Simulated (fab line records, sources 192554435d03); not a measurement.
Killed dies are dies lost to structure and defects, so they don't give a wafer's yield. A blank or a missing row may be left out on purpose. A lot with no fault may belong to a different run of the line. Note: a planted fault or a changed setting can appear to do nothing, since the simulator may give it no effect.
fab line records	flow n5_finfet
record lots=24	wafers=72	last_day=17
route steps=1938 shown BEOL_M14@1760 BEOL_M15@1783
lots that met no fault: from a run of the same line without faults
start_h: the number of hours between the record's first day and the start of the first shown wafer of the lot	wait_h: time in hours since the lot's previous step	" repeats the value in the row above	L1.1+2: several wafers, shown together as one row	- either no value or no given start	* or withheld: withheld	< > ~ a bound
route shown NAME@n: names a module that has steps shown in the file, with the first one's number in the route	usual: mean/standard deviation taken from wafers without a fault	same: alike in all rows	chamber/n: place in a boat	sites: the reading at each site	_std_site: standard deviation across them	_edge_site: inner sites' mean taken away from outer sites' mean	radius_mm: how far each site lies from the wafer's centre	mask NAME#n: copy n	behind: the last tool/chamber to shape the wafer	hold: reason for holding the lot/hours on hold/outcome of the hold	device: transistor that didn't switch, given as n, p or np	end of line: tests of these same wafers at the route's end	where a step has no rows: the recipe by itself	killed: dies that structure and defects cost at the first sort, which is not the same as the wafer's yield	map: a wafer's dies, x killed, . not, _ none there
set.NAME: the setting that was run; set.NAME@STEP: the one run at that earlier step	model.NAME: the simulator's own value behind a step, which no gauge read
steps of the route over a sample of lots; a table a step, a row a wafer
services: the hour from which a tool's chamber was out of use, counted from the record's first day as start_h (under 0 if before that day), plus the number of hours and why
## steps
# step N5_BEOL_M14_DEGAS_41
# recipe ambient=vacuum	temp_c=300	time_s=60
# usual heater_power_w=481/55
lot.wafer	tool	chamber	start_h	wait_h	heater_power_w
L074.3	pvd_sputter-02	-	242.07	0.5	450
L074.4	"	-	"	"	482
L074.6	"	-	"	"	475
L075.3	pvd_sputter-03	-	246.70	0.2	556
L075.4	"	-	"	"	445
L075.5	"	-	"	"	441
L076.2	pvd_sputter-03	-	257.94	0.5	682
L076.5	"	-	"	"	482
L076.6	"	-	"	"	559
L077.1	pvd_sputter-02	-	258.07	0.6	453
L077.4	"	-	"	"	402
L077.5	"	-	"	"	449
L078.2	pvd_sputter-01	-	258.76	0.2	467
L078.5	"	-	"	"	473
L078.6	"	-	"	"	520
L079.2	pvd_sputter-01	-	272.59	0.1	465
L079.3	"	-	"	"	467
L079.6	"	-	"	"	454
L080.2	pvd_sputter-01	-	277.37	0.2	517
L080.3	"	-	"	"	520
L080.4	"	-	"	"	464
L081.1	pvd_sputter-01	-	277.77	0.4	464
L081.3	"	-	"	"	457
L081.4	"	-	"	"	510
L083.1	pvd_sputter-02	-	285.08	0.3	492
L083.5	"	-	"	"	390
L083.6	"	-	"	"	467
L084.1	pvd_sputter-03	-	290.59	0.4	544
L084.5	"	-	"	"	483
L084.6	"	-	"	"	544
L082.2	pvd_sputter-02	-	297.69	0.2	395
L082.3	"	-	"	"	459
L082.4	"	-	"	"	476
L085.2	pvd_sputter-01	-	297.91	0.3	452
L085.3	"	-	"	"	470
L085.4	"	-	"	"	504
L088.3	pvd_sputter-03	-	318.17	0.0	663
L088.4	"	-	"	"	448
L088.6	"	-	"	"	492
L086.2	pvd_sputter-03	-	322.35	0.3	438
L086.3	"	-	"	"	557
L086.6	"	-	"	"	441
L087.2	pvd_sputter-02	-	322.93	0.2	401
L087.4	"	-	"	"	441
L087.5	"	-	"	"	481
L089.2	pvd_sputter-02	-	336.93	0.2	482
L089.5	"	-	"	"	478
L089.6	"	-	"	"	484
L091.2	pvd_sputter-03	-	346.83	0.0	671
L091.5	"	-	"	"	689
L091.6	"	-	"	"	452
L090.1	pvd_sputter-01	-	353.97	0.5	471
L090.5	"	-	"	"	519
L090.6	"	-	"	"	458
L093.1	pvd_sputter-01	-	365.54	0.1	506
L093.3	"	-	"	"	478
L093.6	"	-	"	"	452
L092.1	pvd_sputter-02	-	369.92	0.1	473
L092.2	"	-	"	"	441
L092.4	"	-	"	"	484
L094.2	pvd_sputter-02	-	371.12	0.1	391
L094.4	"	-	"	"	465
L094.5	"	-	"	"	481
L096.2	pvd_sputter-02	-	383.32	0.3	478
L096.4	"	-	"	"	460
L096.6	"	-	"	"	477
L097.4	pvd_sputter-02	-	385.48	1.5	452
L097.5	"	-	"	"	408
L097.6	"	-	"	"	454
L095.4	pvd_sputter-01	-	392.91	0.3	477
L095.5	"	-	"	"	456
L095.6	"	-	"	"	499
# step N5_BEOL_M14_SPUTTER_43
# recipe material=TaN	target_thk_a=150	temp_c=50	bias_v=168.6	power_w=15000	chamber_pressure_pa=0.12	time_s=24.19
# usual throttle_valve_pct=30.0/0.62
lot.wafer	tool	chamber	start_h	wait_h	throttle_valve_pct
L074.3	pvd_sputter-02	-	242.15	0.0	29.1
L074.4	"	-	"	"	30.4
L074.6	"	-	"	"	28.9
L075.3	pvd_sputter-03	-	246.78	0.0	29.2
L075.4	"	-	"	"	28.7
L075.5	"	-	"	"	29.0
L076.2	pvd_sputter-03	-	258.02	0.0	30.2
L076.5	"	-	"	"	29.8
L076.6	"	-	"	"	29.4
L077.1	pvd_sputter-02	-	258.15	0.0	29.3
L077.4	"	-	"	"	30.4
L077.5	"	-	"	"	29.1
L078.2	pvd_sputter-01	-	258.84	0.0	30.8
L078.5	"	-	"	"	30.8
L078.6	"	-	"	"	30.1
L079.2	pvd_sputter-01	-	272.67	0.0	30.7
L079.3	"	-	"	"	30.1
L079.6	"	-	"	"	29.9
L080.2	pvd_sputter-01	-	277.45	0.0	30.1
L080.3	"	-	"	"	30.5
L080.4	"	-	"	"	30.0
L081.1	pvd_sputter-01	-	277.85	0.0	30.5
L081.3	"	-	"	"	29.9
L081.4	"	-	"	"	30.5
L083.1	pvd_sputter-02	-	285.16	0.0	30.4
L083.5	"	-	"	"	30.7
L083.6	"	-	"	"	30.4
L084.1	pvd_sputter-03	-	290.67	0.0	29.4
L084.5	"	-	"	"	29.9
L084.6	"	-	"	"	29.1
L082.2	pvd_sputter-02	-	297.77	0.0	30.4
L082.3	"	-	"	"	29.1
L082.4	"	-	"	"	29.4
L085.2	pvd_sputter-01	-	297.99	0.0	30.1
L085.3	"	-	"	"	30.8
L085.4	"	-	"	"	30.4
L088.3	pvd_sputter-03	-	318.25	0.0	30.2
L088.4	"	-	"	"	28.8
L088.6	"	-	"	"	29.7
L086.2	pvd_sputter-03	-	322.43	0.0	28.7
L086.3	"	-	"	"	29.6
L086.6	"	-	"	"	29.1
L087.2	pvd_sputter-02	-	323.01	0.0	30.8
L087.4	"	-	"	"	29.1
L087.5	"	-	"	"	29.3
L089.2	pvd_sputter-02	-	337.01	0.0	30.6
L089.5	"	-	"	"	29.0
L089.6	"	-	"	"	30.5
L091.2	pvd_sputter-03	-	346.91	0.0	30.1
L091.5	"	-	"	"	30.1
L091.6	"	-	"	"	29.1
L090.1	pvd_sputter-01	-	354.05	0.0	30.8
L090.5	"	-	"	"	30.3
L090.6	"	-	"	"	30.8
L093.1	pvd_sputter-01	-	365.62	0.0	30.0
L093.3	"	-	"	"	30.7
L093.6	"	-	"	"	30.0
L092.1	pvd_sputter-02	-	370.00	0.0	30.6
L092.2	"	-	"	"	29.1
L092.4	"	-	"	"	29.3
L094.2	pvd_sputter-02	-	371.20	0.0	30.7
L094.4	"	-	"	"	29.2
L094.5	"	-	"	"	30.3
L096.2	pvd_sputter-02	-	383.40	0.0	29.2
L096.4	"	-	"	"	29.1
L096.6	"	-	"	"	29.3
L097.4	pvd_sputter-02	-	385.56	0.0	29.3
L097.5	"	-	"	"	30.5
L097.6	"	-	"	"	29.1
L095.4	pvd_sputter-01	-	392.99	0.0	31.1
L095.5	"	-	"	"	30.0
L095.6	"	-	"	"	30.6
# step N5_BEOL_M15_CD_MEAS_10
# recipe target_cd_nm=360	landing_energy_ev=500	detector=se_inlens	polarity=opening
# usual cd_nm=360.4/1.2
lot.wafer	tool	chamber	start_h	wait_h	cd_nm
L074.3	cd_sem-01	0	243.95	-	362.6
L074.4	"	0	"	"	361.6
L074.6	"	0	"	"	359.4
L075.3	cd_sem-03	0	248.84	-	360.7
L075.4	"	0	"	"	360.7
L075.5	"	0	"	"	361.8
L076.2	cd_sem-03	0	259.95	-	360.2
L076.5	"	0	"	"	359.7
L076.6	"	0	"	"	361.7
L077.1	cd_sem-03	0	260.19	-	358.8
L077.4	"	0	"	"	359.0
L077.5	"	0	"	"	358.7
L078.2	cd_sem-01	0	260.86	-	362.5
L078.5	"	0	"	"	361.8
L078.6	"	0	"	"	360.7
L079.2	cd_sem-02	0	274.47	-	360.8
L079.3	"	0	"	"	361.9
L079.6	"	0	"	"	360.4
L080.2	cd_sem-03	0	279.99	-	359.8
L080.3	"	0	"	"	360.7
L080.4	"	0	"	"	360.0
L081.1	cd_sem-03	0	280.46	-	360.7
L081.3	"	0	"	"	358.3
L081.4	"	0	"	"	360.1
L083.1	cd_sem-02	0	287.21	-	358.8
L083.5	"	0	"	"	360.3
L083.6	"	0	"	"	359.1
L084.1	cd_sem-01	0	292.60	-	358.5
L084.5	"	0	"	"	357.2
L084.6	"	0	"	"	358.7
L082.2	cd_sem-03	0	300.29	-	359.7
L082.3	"	0	"	"	358.6
L082.4	"	0	"	"	358.5
L085.2	cd_sem-02	0	300.47	-	362.6
L085.3	"	0	"	"	360.7
L085.4	"	0	"	"	362.1
L088.3	cd_sem-02	0	322.30	-	359.5
L088.4	"	0	"	"	360.3
L088.6	"	0	"	"	359.6
L086.2	cd_sem-02	0	326.60	-	360.6
L086.3	"	0	"	"	360.4
L086.6	"	0	"	"	360.3
L087.2	cd_sem-02	0	327.10	-	361.6
L087.4	"	0	"	"	359.3
L087.5	"	0	"	"	360.8
L089.2	cd_sem-02	0	342.44	-	360.2
L089.5	"	0	"	"	358.0
L089.6	"	0	"	"	359.3
L091.2	cd_sem-01	0	352.21	-	362.6
L091.5	"	0	"	"	362.4
L091.6	"	0	"	"	362.6
L090.1	cd_sem-02	0	359.47	-	361.6
L090.5	"	0	"	"	360.1
L090.6	"	0	"	"	360.4
L093.1	cd_sem-01	0	369.89	-	360.6
L093.3	"	0	"	"	359.4
L093.6	"	0	"	"	360.5
L092.1	cd_sem-02	0	374.04	-	362.1
L092.2	"	0	"	"	359.6
L092.4	"	0	"	"	361.3
L094.2	cd_sem-02	0	376.05	-	360.4
L094.4	"	0	"	"	360.6
L094.5	"	0	"	"	360.3
L096.2	cd_sem-01	0	385.35	-	359.2
L096.4	"	0	"	"	359.9
L096.6	"	0	"	"	361.0
L097.4	cd_sem-02	0	387.51	-	360.5
L097.5	"	0	"	"	359.2
L097.6	"	0	"	"	360.6
L095.4	cd_sem-01	0	395.25	-	359.6
L095.5	"	0	"	"	361.4
L095.6	"	0	"	"	359.5
# step N5_BEOL_M15_INSPECT_12
# recipe mode=adi	inspect_instrument=macro
# usual raw_defect_count=2.1/1.3
lot.wafer	tool	chamber	start_h	wait_h	raw_defect_count
L074.3	defect_inspect-01	-	244.01	0.0	1
L074.4	"	-	"	"	2
L074.6	"	-	"	"	2
L075.3	defect_inspect-01	-	248.91	0.0	4
L075.4	"	-	"	"	4
L075.5	"	-	"	"	0
L076.2	defect_inspect-01	-	260.01	0.0	1
L076.5	"	-	"	"	2
L076.6	"	-	"	"	2
L077.1	defect_inspect-02	-	260.24	0.0	2
L077.4	"	-	"	"	3
L077.5	"	-	"	"	3
L078.2	defect_inspect-02	-	260.91	0.0	2
L078.5	"	-	"	"	0
L078.6	"	-	"	"	5
L079.2	defect_inspect-02	-	274.52	0.0	1
L079.3	"	-	"	"	3
L079.6	"	-	"	"	1
L080.2	defect_inspect-01	-	280.05	0.0	5
L080.3	"	-	"	"	1
L080.4	"	-	"	"	3
L081.1	defect_inspect-02	-	280.52	0.0	3
L081.3	"	-	"	"	2
L081.4	"	-	"	"	1
L083.1	defect_inspect-01	-	287.26	0.0	4
L083.5	"	-	"	"	2
L083.6	"	-	"	"	2
L084.1	defect_inspect-02	-	292.65	0.0	0
L084.5	"	-	"	"	2
L084.6	"	-	"	"	2
L082.2	defect_inspect-02	-	300.34	0.0	3
L082.3	"	-	"	"	2
L082.4	"	-	"	"	0
L085.2	defect_inspect-02	-	300.52	0.0	2
L085.3	"	-	"	"	3
L085.4	"	-	"	"	3
L088.3	defect_inspect-02	-	322.36	0.0	1
L088.4	"	-	"	"	1
L088.6	"	-	"	"	2
L086.2	defect_inspect-02	-	326.66	0.0	1
L086.3	"	-	"	"	3
L086.6	"	-	"	"	0
L087.2	defect_inspect-01	-	327.16	0.0	2
L087.4	"	-	"	"	1
L087.5	"	-	"	"	2
L089.2	defect_inspect-02	-	342.49	0.0	1
L089.5	"	-	"	"	2
L089.6	"	-	"	"	0
L091.2	defect_inspect-01	-	352.26	0.0	0
L091.5	"	-	"	"	2
L091.6	"	-	"	"	0
L090.1	defect_inspect-02	-	359.53	0.0	1
L090.5	"	-	"	"	2
L090.6	"	-	"	"	2
L093.1	defect_inspect-02	-	369.94	0.0	2
L093.3	"	-	"	"	2
L093.6	"	-	"	"	1
L092.1	defect_inspect-02	-	374.09	0.0	2
L092.2	"	-	"	"	1
L092.4	"	-	"	"	1
L094.2	defect_inspect-01	-	376.10	0.0	1
L094.4	"	-	"	"	0
L094.5	"	-	"	"	2
L096.2	defect_inspect-01	-	385.40	0.0	3
L096.4	"	-	"	"	1
L096.6	"	-	"	"	2
L097.4	defect_inspect-01	-	387.57	0.0	3
L097.5	"	-	"	"	0
L097.6	"	-	"	"	3
L095.4	defect_inspect-02	-	395.30	0.0	1
L095.5	"	-	"	"	2
L095.6	"	-	"	"	1
# step N5_BEOL_M15_ETCH_57
# recipe chemistry=N2/H2	target=SOC	source_w=3000	bias_w=350	time_s=750	ion_energy_ev=200	pressure_mtorr=30	n2_flow_sccm=200	h2_flow_sccm=200
# usual bias_w=350.0/0.96	chamber_pressure_mTorr=30.000/0.026	drypump_motor_current_A=5.62/0.3	h2_flow_sccm=199.9/0.57	oes_product_au=0.76/0.076	rf_vpp_V=521/3.6	showerhead_plenum_p_Torr=2.45/0.12	throttle_valve_pct=17.68/0.18
lot.wafer	tool	chamber	start_h	wait_h	bias_w	chamber_pressure_mTorr	drypump_motor_current_A	h2_flow_sccm	oes_product_au	rf_hours_counter_h	rf_vpp_V	showerhead_plenum_p_Torr	throttle_valve_pct
L074.3	rie_diel-04	2	245.09	-	349.4	30.035	5.84	199.6	0.73	163	517	2.32	17.57
L074.4	"	3	"	"	349.2	30.057	6.02	200.9	0.75	-	518	2.45	17.62
L074.6	"	2	"	"	350.3	29.990	5.83	199.1	0.73	-	518	2.32	17.56
L075.3	rie_diel-03	3	249.54	-	351.2	29.973	5.33	200.5	0.69	220	520	2.41	17.89
L075.4	"	0	"	"	349.6	30.045	5.48	199.3	0.76	156	517	2.33	17.87
L075.5	"	2	"	"	350.2	30.014	5.42	199.0	0.75	-	518	2.34	17.63
L076.2	rie_diel-03	1	260.67	-	349.9	30.011	6.11	200.1	0.85	65	522	2.48	17.64
L076.5	"	0	"	"	348.7	29.925	5.46	199.2	0.76	-	518	2.33	17.88
L076.6	"	1	"	"	350.4	30.032	6.12	200.1	0.85	-	521	2.48	17.66
L077.1	rie_diel-01	3	260.88	-	350.9	30.006	5.51	200.6	0.73	173	517	2.33	17.87
L077.4	"	3	"	"	349.6	30.019	5.52	199.2	0.74	-	518	2.33	17.88
L077.5	"	0	"	"	349.3	30.035	5.62	199.1	0.80	-	524	2.57	17.43
L078.2	rie_diel-03	3	261.63	-	348.9	29.995	5.31	200.1	0.69	223	520	2.40	17.91
L078.5	"	3	"	"	349.0	29.979	5.32	200.4	0.69	-	520	2.40	17.87
L078.6	"	2	"	"	349.5	30.027	5.43	200.0	0.74	-	519	2.34	17.63
L079.2	rie_diel-01	2	275.16	-	350.9	30.019	5.75	200.1	0.76	148	523	2.55	17.41
L079.3	"	1	"	"	350.2	30.002	5.97	198.6	0.72	203	527	2.62	17.60
L079.6	"	2	"	"	350.5	30.004	5.74	199.8	0.77	-	524	2.55	17.41
L080.2	rie_diel-01	2	280.93	-	350.1	29.975	5.73	201.2	0.76	151	525	2.55	17.42
L080.3	"	1	"	"	350.9	29.967	5.94	200.2	0.71	206	528	2.62	17.60
L080.4	"	3	"	"	349.1	30.001	5.55	200.0	0.73	181	519	2.33	17.87
L081.1	rie_diel-04	3	281.16	-	349.5	30.000	5.98	200.6	0.75	159	521	2.44	17.63
L081.3	"	2	"	"	350.6	30.075	5.82	199.7	0.72	174	519	2.32	17.59
L081.4	"	3	"	"	352.3	29.986	6.00	200.5	0.75	-	521	2.44	17.62
L083.1	rie_diel-01	3	288.01	-	349.2	30.057	5.57	200.0	0.72	184	517	2.33	17.88
L083.5	"	0	"	"	350.5	30.020	5.72	199.3	0.78	-	524	2.56	17.46
L083.6	"	3	"	"	351.0	30.003	5.57	200.1	0.73	-	518	2.33	17.88
L084.1	rie_diel-01	0	293.29	-	348.2	30.014	5.71	200.1	0.78	119	524	2.56	17.46
L084.5	"	1	"	"	350.0	30.039	5.97	199.7	0.71	-	527	2.62	17.60
L084.6	"	0	"	"	349.0	30.007	5.70	200.8	0.78	-	523	2.56	17.47
L082.2	rie_diel-01	3	300.99	-	349.8	29.982	5.53	199.9	0.73	189	518	2.32	17.91
L082.3	"	0	"	"	348.3	30.014	5.69	200.1	0.78	121	525	2.56	17.45
L082.4	"	1	"	"	350.8	29.984	5.97	200.1	0.70	210	527	2.62	17.61
L085.2	rie_diel-03	2	301.19	-	350.8	30.007	5.41	200.6	0.74	168	516	2.33	17.65
L085.3	"	0	"	"	350.3	30.016	5.46	200.3	0.74	172	518	2.32	17.88
L085.4	"	3	"	"	349.6	30.007	5.31	199.7	0.68	235	520	2.40	17.90
L088.3	rie_diel-01	3	322.99	-	350.7	30.036	5.56	199.7	0.72	195	518	2.32	17.93
L088.4	"	0	"	"	349.5	30.043	5.70	201.4	0.76	128	522	2.56	17.50
L088.6	"	3	"	"	349.2	29.979	5.52	199.0	0.73	-	518	2.32	17.90
L086.2	rie_diel-03	2	327.40	-	350.4	30.004	5.39	200.4	0.73	175	518	2.33	17.67
L086.3	"	0	"	"	350.0	29.993	5.43	199.4	0.73	179	518	2.32	17.91
L086.6	"	3	"	"	349.4	29.973	5.31	199.9	0.68	-	520	2.40	17.91
L087.2	rie_diel-04	1	327.81	-	349.4	29.982	5.10	200.3	0.97	7	527	2.72	17.76
L087.4	"	2	"	"	349.3	30.014	5.84	200.6	0.70	191	518	2.31	17.62
L087.5	"	1	"	"	348.7	29.967	5.13	199.9	0.97	-	529	2.72	17.77
L089.2	rie_diel-03	1	343.50	-	350.6	29.963	6.11	199.9	0.83	85	520	2.47	17.69
L089.5	"	3	"	"	349.3	29.972	5.29	199.7	0.67	-	520	2.39	17.92
L089.6	"	0	"	"	349.9	30.021	5.47	199.2	0.72	-	518	2.32	17.89
L091.2	rie_diel-04	2	352.90	-	349.6	29.998	5.83	200.7	0.70	198	518	2.31	17.64
L091.5	"	2	"	"	348.7	30.002	5.82	200.6	0.70	-	518	2.31	17.62
L091.6	"	3	"	"	349.4	30.026	6.01	199.4	0.73	-	522	2.43	17.66
L090.1	rie_diel-03	1	360.56	-	348.1	30.014	6.12	199.6	0.82	89	521	2.47	17.68
L090.5	"	2	"	"	348.2	29.982	5.41	199.7	0.72	-	517	2.33	17.68
L090.6	"	0	"	"	351.9	30.015	5.44	200.2	0.72	-	517	2.32	17.91
L093.1	rie_diel-04	0	370.72	-	351.0	30.007	5.20	199.3	0.89	36	522	2.48	17.45
L093.3	"	3	"	"	349.6	30.013	6.04	199.5	0.72	188	522	2.43	17.68
L093.6	"	0	"	"	350.9	29.971	5.21	200.0	0.88	-	523	2.48	17.45
L092.1	rie_diel-04	3	374.72	-	349.4	29.965	6.05	199.3	0.72	189	519	2.43	17.70
L092.2	"	0	"	"	350.9	30.004	5.20	200.4	0.88	38	522	2.48	17.45
L092.4	"	1	"	"	349.8	30.021	5.15	199.3	0.93	19	530	2.71	17.78
L094.2	rie_diel-01	3	376.83	-	349.1	29.985	5.56	200.5	0.72	211	517	2.32	17.94
L094.4	"	0	"	"	350.6	29.996	5.72	200.7	0.76	144	523	2.55	17.51
L094.5	"	0	"	"	349.0	30.031	5.72	199.2	0.76	-	523	2.55	17.51
L096.2	rie_diel-03	0	386.36	-	349.2	30.010	5.45	200.0	0.72	198	517	2.31	17.92
L096.4	"	3	"	"	352.4	29.955	5.33	199.4	0.97	5	529	2.71	17.57
L096.6	"	3	"	"	350.3	29.923	5.31	200.7	0.97	-	529	2.71	17.56
L097.4	rie_diel-01	1	388.44	-	350.5	30.058	5.94	199.7	0.69	-	527	2.61	17.64
L097.5	"	2	"	"	349.9	30.041	5.75	198.9	0.73	-	523	2.54	17.49
L097.6	"	3	"	"	349.7	29.961	5.57	198.7	0.71	-	519	2.31	17.96
L095.4	rie_diel-04	0	395.93	-	351.1	29.993	5.20	199.4	0.88	44	521	2.48	17.46
L095.5	"	1	"	"	350.1	30.023	5.07	201.2	0.92	-	528	2.71	17.79
L095.6	"	0	"	"	350.8	30.005	5.21	200.0	0.87	-	522	2.48	17.44
# step N5_BEOL_M15_STRIP_36
# recipe chemistry=O2	power_w=600	temp_c=60	pressure_mtorr=30	rf_frequency_hz=6e+07	bias_power_w=0	overash_fraction=0.3	o2_flow_sccm=225
# usual chamber_pressure_mTorr=30.00/0.055	drypump_motor_current_A=5.64/0.29	o2_flow_sccm=225.0/0.69	oes_product_au=0.76/0.07	rf_vpp_V=3.6/1	showerhead_plenum_p_Torr=2.02/0.097	throttle_valve_pct=16.60/0.16
lot.wafer	tool	chamber	start_h	wait_h	chamber_pressure_mTorr	drypump_motor_current_A	o2_flow_sccm	oes_product_au	rf_hours_counter_h	rf_vpp_V	showerhead_plenum_p_Torr	throttle_valve_pct
L074.3	rie_diel-01	0	246.81	0.2	30.04	5.70	224.7	0.79	101	2.7	2.13	16.41
L074.4	"	1	"	"	30.10	5.97	226.4	0.70	198	3.4	2.18	16.60
L074.6	"	2	"	"	29.99	5.75	224.7	0.76	-	6.4	2.11	16.42
L075.3	rie_diel-03	2	251.54	0.7	30.07	5.41	225.9	0.76	154	2.9	1.93	16.57
L075.4	"	1	"	"	29.98	6.08	224.6	0.86	62	3.4	2.05	16.54
L075.5	"	1	"	"	30.06	6.06	224.8	0.84	-	3.6	2.05	16.50
L076.2	rie_diel-01	2	265.50	2.5	29.97	5.74	225.1	0.76	145	4.8	2.10	16.41
L076.5	"	0	"	"	30.01	5.71	224.7	0.79	-	4.4	2.12	16.42
L076.6	"	2	"	"	30.06	5.75	224.6	0.76	-	4.0	2.10	16.42
L077.1	rie_diel-03	1	265.58	2.3	30.03	6.07	224.8	0.84	67	4.7	2.05	16.52
L077.4	"	2	"	"	30.02	5.42	224.2	0.76	158	2.1	1.93	16.55
L077.5	"	1	"	"	30.06	6.06	225.6	0.86	-	2.9	2.05	16.54
L078.2	rie_diel-03	0	267.14	3.5	29.97	5.48	224.9	0.76	162	3.4	1.93	16.75
L078.5	"	1	"	"	29.95	6.10	225.4	0.84	-	4.0	2.05	16.52
L078.6	"	2	"	"	30.04	5.44	224.7	0.74	-	3.8	1.93	16.58
L079.2	rie_diel-03	0	277.82	1.4	30.04	5.45	225.3	0.75	165	3.6	1.93	16.76
L079.3	"	2	"	"	30.09	5.41	225.1	0.76	162	3.4	1.93	16.54
L079.6	"	0	"	"	29.92	5.44	224.6	0.74	-	1.5	1.93	16.78
L080.2	rie_diel-04	0	283.26	1.1	29.92	5.18	224.4	0.96	9	4.6	2.06	16.26
L080.3	"	2	"	"	30.00	5.80	225.6	0.71	175	2.3	1.92	16.64
L080.4	"	2	"	"	29.94	5.84	223.9	0.71	-	4.5	1.92	16.65
L081.1	rie_diel-01	1	283.53	1.1	29.96	5.96	225.2	0.71	206	3.9	2.18	16.61
L081.3	"	2	"	"	30.02	5.74	224.5	0.77	151	3.0	2.10	16.44
L081.4	"	0	"	"	30.07	5.71	225.6	0.79	115	2.8	2.12	16.40
L083.1	rie_diel-03	0	289.93	0.7	30.04	5.43	225.2	0.73	170	3.9	1.92	16.79
L083.5	"	0	"	"	30.04	5.44	224.7	0.74	-	2.3	1.92	16.78
L083.6	"	2	"	"	30.15	5.40	226.2	0.74	-	2.6	1.93	16.53
L084.1	rie_diel-01	2	295.49	0.9	29.96	5.77	225.6	0.75	156	2.2	2.10	16.43
L084.5	"	2	"	"	29.98	5.75	224.3	0.75	-	3.7	2.10	16.44
L084.6	"	3	"	"	29.98	5.60	225.0	0.73	-	2.5	1.91	16.85
L082.2	rie_diel-04	3	302.67	0.3	29.94	6.04	224.5	0.74	169	2.7	2.01	16.55
L082.3	"	0	"	"	29.92	5.20	225.1	0.92	18	3.1	2.06	16.27
L082.4	"	0	"	"	30.06	5.20	225.9	0.92	-	3.2	2.06	16.26
L085.2	rie_diel-04	3	302.99	0.4	29.92	6.02	224.9	0.74	169	3.3	2.01	16.51
L085.3	"	2	"	"	30.00	5.84	225.8	0.72	184	4.2	1.92	16.66
L085.4	"	0	"	"	30.05	5.20	224.9	0.92	-	3.4	2.06	16.25
L088.3	rie_diel-03	3	324.56	0.1	30.02	5.30	224.2	0.67	242	2.0	1.97	16.80
L088.4	"	0	"	"	29.93	5.45	224.9	0.73	178	1.5	1.92	16.79
L088.6	"	2	"	"	29.99	5.41	225.5	0.73	-	3.2	1.93	16.57
L086.2	rie_diel-03	1	328.58	0.0	30.05	6.11	224.9	0.84	82	3.6	2.04	16.57
L086.3	"	2	"	"	29.99	5.42	226.0	0.74	175	4.1	1.92	16.63
L086.6	"	3	"	"	29.89	5.29	224.9	0.69	-	4.5	1.97	16.82
L087.2	rie_diel-03	3	329.67	0.6	29.99	5.30	225.5	0.69	244	5.3	1.97	16.81
L087.4	"	2	"	"	30.00	5.40	225.5	0.73	175	3.1	1.93	16.60
L087.5	"	1	"	"	29.97	6.11	224.9	0.83	-	5.0	2.04	16.53
L089.2	rie_diel-01	1	344.71	0.1	29.97	6.00	226.3	0.70	223	3.9	2.17	16.60
L089.5	"	2	"	"	29.91	5.72	224.8	0.75	-	4.2	2.10	16.45
L089.6	"	1	"	"	30.07	5.97	225.7	0.71	-	3.3	2.17	16.60
L091.2	rie_diel-03	2	355.25	1.1	30.10	5.43	223.6	0.74	181	3.6	1.92	16.60
L091.5	"	2	"	"	29.94	5.42	222.9	0.73	-	2.2	1.92	16.65
L091.6	"	0	"	"	29.98	5.47	224.6	0.72	-	4.4	1.92	16.84
L090.1	rie_diel-03	1	364.53	2.8	30.02	6.08	223.8	0.83	91	3.3	2.04	16.59
L090.5	"	0	"	"	30.08	5.46	223.9	0.71	-	2.0	1.92	16.81
L090.6	"	2	"	"	30.06	5.41	224.0	0.73	-	3.1	1.92	16.60
L093.1	rie_diel-01	1	373.18	1.2	29.88	5.94	225.7	0.69	230	5.0	2.17	16.62
L093.3	"	2	"	"	29.92	5.71	226.5	0.74	177	2.1	2.09	16.49
L093.6	"	3	"	"	29.96	5.52	223.6	0.71	-	2.8	1.91	16.93
L092.1	rie_diel-01	1	375.96	0.1	29.93	5.98	225.9	0.69	232	3.9	2.17	16.62
L092.2	"	3	"	"	30.00	5.50	225.3	0.71	211	4.8	1.91	16.93
L092.4	"	2	"	"	30.02	5.74	224.8	0.73	178	4.4	2.09	16.49
L094.2	rie_diel-03	1	379.71	1.6	29.97	6.12	224.6	0.83	96	4.5	2.04	16.59
L094.4	"	2	"	"	30.00	5.43	225.5	0.73	191	3.0	1.92	16.61
L094.5	"	2	"	"	30.06	5.40	224.6	0.74	-	3.6	1.92	16.64
L097.4	rie_diel-01	1	391.86	2.3	30.02	5.96	224.5	0.70	238	2.4	2.17	16.64
L097.5	"	1	"	"	30.11	5.95	224.0	0.68	-	4.4	2.17	16.64
L097.6	"	2	"	"	29.90	5.74	224.0	0.73	-	4.0	2.09	16.49
L096.2	rie_diel-04	3	391.89	4.3	30.07	6.03	225.0	0.72	194	3.7	2.00	16.55
L096.4	"	2	"	"	29.90	5.85	225.0	0.69	209	4.3	1.91	16.71
L096.6	"	2	"	"	30.08	5.82	224.5	0.69	-	3.6	1.91	16.69
L095.4	rie_diel-04	1	399.00	1.8	30.05	5.14	225.6	0.92	27	6.8	2.23	16.62
L095.5	"	2	"	"	30.04	5.83	223.6	0.69	-	3.8	1.91	16.69
L095.6	"	1	"	"	29.94	5.11	225.6	0.93	-	3.7	2.23	16.62
## services
tool	chamber	start_h	hours	kind
rie_diel-01	3	230.17	3.4	repair
rie_diel-04	0	234.21	-	clean
rie_diel-04	0	234.21	-	consumable_replace:focus_ring
rie_diel-04	0	234.21	20.6	scheduled_down
rie_diel-04	0	234.21	20.6	vent_cycle
rie_diel-04	-	254.83	0.1	repair
rie_diel-01	2	256.39	8.1	repair
rie_diel-01	1	260.87	12.6	repair
rie_diel-04	1	281.16	-	clean
rie_diel-04	1	281.16	-	consumable_replace:focus_ring
rie_diel-04	1	281.16	-	consumable_replace:showerhead
rie_diel-04	1	281.16	22.7	scheduled_down
rie_diel-04	1	281.16	22.7	vent_cycle
rie_diel-03	1	285.68	6.9	repair
rie_diel-03	3	353.36	-	clean
rie_diel-03	3	353.36	-	consumable_replace:focus_ring
rie_diel-03	3	353.36	-	consumable_replace:showerhead
rie_diel-03	3	353.36	18.9	scheduled_down
rie_diel-03	3	353.36	18.9	vent_cycle
rie_diel-01	2	359.98	1.5	repair
rie_diel-01	0	380.89	8.4	repair
rie_diel-03	0	392.08	2.0	repair
rie_diel-01	2	395.02	12.0	repair
## key
fault none
